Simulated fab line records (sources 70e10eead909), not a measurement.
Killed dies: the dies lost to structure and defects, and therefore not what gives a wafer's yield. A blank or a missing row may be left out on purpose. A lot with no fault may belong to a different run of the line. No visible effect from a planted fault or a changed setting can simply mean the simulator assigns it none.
Which tool was responsible? / flow nand harc / Sampling: 6 lots, 18 wafers, 2 of 1302 route steps

## WHAT EACH GAUGE READ, for each wafer
NHARC_A_M1_THK_MEAS_24: measures by xrf.
lot=L716; measured=day 25 06:05; on=film metro-01; thk nm (nm)=155.9 153.7 154.5
lot=L720; measured=day 26 15:05; on=film metro-01; thk nm (nm)=155.0 154.0 155.3
lot=L723; measured=day 27 23:35; on=film metro-02; thk nm (nm)=392.3 401.0 398.2
lot=L730; measured=day 30 21:52; on=film metro-02; thk nm (nm)=151.8 156.4 154.2
lot=L734; measured=day 32 19:56; on=film metro-01; thk nm (nm)=154.9 154.5 152.0
lot=L731; measured=day 33 00:56; on=film metro-02; thk nm (nm)=156.7 155.6 156.4

## TOOL THAT RAN EACH LOT (tool first, then ch and the chambers of the sampled wafers, then the start)
lot=L716; NHARC_A_M1_CMP_23=cmp-04 ch 1,2,3, day 25 05:47
lot=L720; NHARC_A_M1_CMP_23=cmp-01 ch 0,2,3, day 26 14:47
lot=L723; NHARC_A_M1_CMP_23=cmp-04 ch 0,2,3, day 27 23:18
lot=L730; NHARC_A_M1_CMP_23=cmp-04 ch 0,1,3, day 30 21:36
lot=L734; NHARC_A_M1_CMP_23=cmp-04 ch 1,3, day 32 19:39
lot=L731; NHARC_A_M1_CMP_23=cmp-01 ch 1,2,3, day 33 00:37
- NHARC_A_M1_CMP_23: polishes, t overpolish 20 s, target thk 154.34 nm.

## THE ANSWER, worked out from the rows above alone
Rule: usual is defined by the lots themselves. Put in order of their means at a reading, lots are off if they are a third of the lots or fewer, leave a main group of 4 or more, and stand apart from it by a gap of 3 or more times the standard deviation of the main group's means; of several such gaps the widest counts. A main group whose means are all the same, to the digits that the tables above print for the reading, isn't used. Also off: a lot with no number at a reading for which 4 or more lots have one. All remaining lots with rows at the step are treated as sound.
Off at NHARC_A_M1_THK_MEAS_24 (thk nm): L723. The main group has a mean of 154.7 nm with a standard deviation of 0.83.
A tool fits if, at a process step before that reading, it ran every lot that is off, and no sound lot after the first of them. Those tools and the gauges at NHARC_A_M1_THK_MEAS_24 are tried in the same way. Of those tried, none fits.

## WHAT WAS PUT IN BY THE SIMULATOR
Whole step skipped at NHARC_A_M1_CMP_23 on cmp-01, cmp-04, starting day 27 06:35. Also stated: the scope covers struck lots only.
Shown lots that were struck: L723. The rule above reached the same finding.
